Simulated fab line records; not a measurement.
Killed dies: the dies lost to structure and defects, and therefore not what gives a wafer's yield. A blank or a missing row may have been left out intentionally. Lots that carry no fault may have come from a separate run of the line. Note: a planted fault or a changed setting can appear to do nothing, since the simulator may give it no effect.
A struck lot beside a sound one	flow n5 finfet	26 steps out of a route of 1938
Sound: wafers L446.3, L446.4, L446.5. Struck: wafers L439.4, L439.5, L439.6. At the end, the cause is stated.
For every step that has rows: the tool of each side, followed by ch and its chambers, followed by its first start. Under that, the readings that differ: sound wafers	struck wafers	difference of the means	sigmas: that difference in standard deviations of wafers without a fault.
alike: same words and numbers on both sides, and readings whose means sit less than 2 such deviations apart. not compared: any withheld reading, any reading some wafer has no value for, any bound like >300 that may hide the same value, and any number with overlapping values for which the record gives no deviation.
The two part at a step that has a row with sigmas, a row that says differs or no value, or rows on one side only. When numbers do not overlap yet have no deviation, they are printed without sigmas and do not part them. Lack of a reading on every wafer of one side parts them only where that side has two or more wafers.

first, 9 steps without rows for these wafers: N5_MOL_CONTACT_COAG_COAT_77 (time 60 s, resist thk 10 nm); N5_MOL_CONTACT_COAG_COAT_78 (resist thk 40 nm); N5_MOL_CONTACT_COAG_EBR_80; N5_MOL_CONTACT_COAG_SOFTBAKE_79 (time 60 s); N5_MOL_CONTACT_COAG_EXPOSE_81 (exposes mask VG, defocus 0 nm); N5_MOL_CONTACT_COAG_PEB_82 (peb time 60 s); N5_MOL_CONTACT_COAG_DEVELOP_83 (develop time 30 s); N5_MOL_CONTACT_COAG_DESCUM_88 (chemistry O2, time 7 s); N5_MOL_CONTACT_COAG_ETCH_89 (etches underlayer in N2/H2, target depth 13 nm, time 10.4 s).
N5_MOL_CONTACT_COAG_ETCH_90: etches SiARC in CF4, target depth 13 nm, time 21.7 s.
  sound on rie diel-06 ch 0,1, day 9 07:23; struck on rie diel-06 ch 0,1,3, day 7 15:25
  no value came back on the struck wafers for any of 8 readings (bias w (W), cf4 flow sccm (sccm) and others); on the sound wafers bias w (W) reads 36.09 35.80 35.94
reading	sound	struck	difference	sigmas
model.CAR-EUV_of_MOL_CONTACT_COAG_COAT_78.thk nm (nm)	17 17.2 17	24.8 24.6 24.8	+7.7	
  not compared: rf hours counter h
then, 1 step without rows for these wafers: N5_MOL_CONTACT_COAG_ALD_131 (deposits SiO2, target thk 5 nm, pulse time 1 s, co reactant pulse time 1 s).
N5_MOL_CONTACT_COAG_ETCHBACK_132: etches SiO2 in CHF3, target depth 10 nm, time 6.7 s.
  sound on rie diel-05 ch 0,1,3, day 9 07:39; struck on rie diel-06 ch 0,1,3, day 7 15:40
reading	sound	struck	difference	sigmas
oes product au (a.u.)	0.71 0.91 0.71	0.27 0.27 0.29	-0.50	-6
model.CAR-EUV_of_MOL_CONTACT_COAG_COAT_78.thk nm (nm)	15.6 15.6 15.8	23.4 23.2 23.4	+7.7	
  alike: drypump motor current A, rf vpp V, showerhead plenum p Torr, throttle valve pct
  not compared: rf hours counter h
then, 10 steps without rows for these wafers: N5_MOL_CONTACT_COAG_STRIP_92 (strips in N2/H2); N5_MOL_CONTACT_COAG_STRIP_93 (strips in N2/H2); N5_MOL_CONTACT_COAG_ETCHBACK_135 (etches SiO2 in CHF3, target depth 25 nm, time 16.7 s); N5_MOL_CONTACT_COAG_STRIP_118 (strips in CHF3); N5_MOL_CONTACT_COAG_VIA_ETCH_46 (etches SiO2 in C4F6/O2, target depth 46 nm, overetch 9.2 nm, time 40 s); N5_MOL_CONTACT_COAG_STRIP_96 (strips in N2/H2); N5_MOL_CONTACT_COAG_ETCH_47 (etches SiNx in CH3F/O2, stops on W, target depth 27 nm); N5_MOL_CONTACT_COAG_STRIP_119 (strips in N2/H2, time 30 s); N5_MOL_CONTACT_COAG_PRECLEAN_144 (cleans in alkaline clean, time 60 s); N5_MOL_CONTACT_COAG_SRD_145 (time 30 s).
N5_MOL_CONTACT_COAG_CD_MEAS_137: target cd 16 nm.
  sound on cd sem-01 at day 9 08:08; struck on cd sem-01 at day 7 16:09
reading	sound	struck	difference	sigmas
cd nm (nm)	15.9 15.7 15.6	- - -	no value on the struck wafers	
then, 1 step without rows for these wafers: N5_MOL_CONTACT_COAG_COAT_62 (time 60 s, resist thk 60 nm).
N5_BEOL_M4_RC_MEAS_101:
  the record has rows for the sound wafers here (prober-02 ch 0, day 12 00:31) and none for the struck ones
-- here the record skips 7 days between the struck wafers' starts before and after, leaving off in module BEOL_M4 and picking up in module PASSIVATION (first step shown: number 1936 of the route) --
N5_PASSIVATION_PROBE_49:
  rows exist in the record for the struck wafers here (prober-02, day 14 08:12), but not for the sound ones

WHERE THEY PART
At N5_MOL_CONTACT_COAG_ETCH_90 first; at N5_PASSIVATION_PROBE_49 last (within this record only).

WHY: what the simulator had put in
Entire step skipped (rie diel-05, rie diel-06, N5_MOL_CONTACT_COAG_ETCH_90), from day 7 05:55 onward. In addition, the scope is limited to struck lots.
